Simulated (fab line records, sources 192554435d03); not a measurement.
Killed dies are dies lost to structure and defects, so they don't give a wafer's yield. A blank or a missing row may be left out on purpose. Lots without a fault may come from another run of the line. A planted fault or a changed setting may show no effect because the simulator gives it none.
A struck lot beside a sound one | flow n5_finfet | 18 steps out of a route of 1938
Sound: wafers L811.1, L811.2, L811.4. Struck: wafers L819.2, L819.4, L819.6. The cause comes at the end.
At each step with rows: each side's tool, then ch and its chambers, then its first start. Under that, the readings that differ: sound wafers | struck wafers | difference of the means | sigmas: that difference in standard deviations of wafers without a fault.
alike: readings whose means differ by less than 2 such deviations, and words and numbers that are the same on both sides. not compared: withheld readings, readings that some wafer has no value for, bounds like >300 that may hide the same value, and numbers for which the record gives no deviation and whose values overlap.
The two part at a step that has a row with sigmas, a row that says differs or no value, or rows on one side only. Numbers that don't overlap but have no deviation are shown without sigmas and don't part them. A reading that every wafer of one side lacks parts them only if that side has two wafers or more.

first, 6 steps without rows for these wafers: N5_BEOL_M8_COAT_22 (resist thk 30 nm); N5_BEOL_M8_EBR_24; N5_BEOL_M8_SOFTBAKE_23 (time 60 s); N5_BEOL_M8_EXPOSE_25 (exposes mask V7, target cd 40 nm); N5_BEOL_M8_PEB_26 (peb time 60 s); N5_BEOL_M8_DEVELOP_27 (develop time 30 s).
N5_BEOL_M8_CD_MEAS_28: target cd 40 nm.
  sound on cd_sem-01 ch 0, day 10 12:18; struck on cd_sem-02 ch 0, day 11 21:24
  alike: cd_nm
N5_BEOL_M8_OVL_MEAS_29:
  sound on overlay-02 ch 0, day 10 12:20; struck on overlay-01 ch 0, day 11 21:26
  reading     | sound          | struck      | difference | sigmas
  V7_OVL (nm) | -0.9 -0.9 -0.7 | 1.6 1.9 0.9 | +2.3       | +3
N5_BEOL_M8_INSPECT_30: inspects for defects (brightfield).
  sound on defect_inspect-02, day 10 12:23; struck on defect_inspect-01, day 11 21:29
  alike: raw_defect_count
N5_BEOL_M8_DESCUM_33: chemistry O2, time 7 s.
  sound on rie_diel-01 ch 0,1,3, day 10 12:28; struck on rie_diel-01 ch 0,1,3, day 11 21:46
  alike: bias_power_w, drypump_motor_current_A, oes_product_au, rf_vpp_V, showerhead_plenum_p_Torr, throttle_valve_pct
  not compared: rf_hours_counter_h
N5_BEOL_M8_ETCH_72: etches underlayer in N2/H2, target depth 6.5 nm, time 5.2 s.
  sound on rie_diel-01 ch 0,1,3, day 10 12:31; struck on rie_diel-01 ch 0,1,3, day 11 21:48
  alike: drypump_motor_current_A, etch_rf_on_time_s, oes_product_au, rf_fwd_power_W, rf_vpp_V, showerhead_plenum_p_Torr, throttle_valve_pct
  not compared: rf_hours_counter_h
N5_BEOL_M8_ETCH_65: etches SiARC in CF4, target depth 15.6 nm, time 26 s.
  sound on rie_diel-01 ch 0,1,3, day 10 12:31; struck on rie_diel-01 ch 0,1,3, day 11 21:49
  alike: drypump_motor_current_A, etch_rf_on_time_s, oes_product_au, rf_fwd_power_W, rf_vpp_V, showerhead_plenum_p_Torr, throttle_valve_pct
  not compared: rf_hours_counter_h
N5_BEOL_M8_ETCH_66: etches SOC in N2/H2, target depth 80 nm, overetch 16 nm, time 120 s.
  sound on rie_diel-01 ch 0,1,3, day 10 12:33; struck on rie_diel-01 ch 0,1,3, day 11 21:50
  reading                                    | sound             | struck            | difference | sigmas
  rf_fwd_power_W (W)                         | 832 827 837       | 633 631 634       | -199       | -64
  rf_vpp_V (V)                               | 525.1 528.3 523.8 | 573.7 579.2 574.2 | +50.0      | +18
  model.SiARC_of_BEOL_M8_COAT_64.thk_nm (nm) | 6.2 6.2 6.4       | 7.4 7.2 7.2       | +1.0       |
  model.BEOL_M8.cd_nm (nm)                   | 40.2 40.6 40      | 39.2 39.8 39.6    | -0.7       |
  alike: drypump_motor_current_A, oes_product_au, showerhead_plenum_p_Torr, throttle_valve_pct
  not compared: rf_hours_counter_h
then, 2 steps without rows for these wafers: N5_BEOL_M8_STRIP_69 (strips in N2/H2); N5_BEOL_M8_STRIP_73 (strips in N2/H2).
N5_BEOL_M8_VIA_ETCH_34: etches SiCOH lowk in C4F6/O2, target depth 125.5 nm, time 50.5 s.
  sound on rie_diel-01 ch 0,1,3, day 10 12:39; struck on rie_diel-01 ch 0,1,3, day 11 21:56
  reading                  | sound        | struck         | difference | sigmas
  model.BEOL_M8.cd_nm (nm) | 40.4 40.8 40 | 39.2 39.8 39.6 | -0.9       |
  alike: drypump_motor_current_A, oes_ar_750_au, oes_f_703_au, oes_product_au, rf_fwd_power_W, rf_vpp_V, showerhead_plenum_p_Torr, throttle_valve_pct
  not compared: rf_hours_counter_h
then, 1 step without rows for these wafers: N5_BEOL_M8_STRIP_76 (strips in C4F6/O2).
N5_PASSIVATION_PROBE_49:
  the record has rows for the sound wafers here (prober-01, day 13 17:31) and none for the struck ones

WHERE THEY PART
First at N5_BEOL_M8_OVL_MEAS_29; last, within this record, at N5_PASSIVATION_PROBE_49.

WHY: what the simulator had put in
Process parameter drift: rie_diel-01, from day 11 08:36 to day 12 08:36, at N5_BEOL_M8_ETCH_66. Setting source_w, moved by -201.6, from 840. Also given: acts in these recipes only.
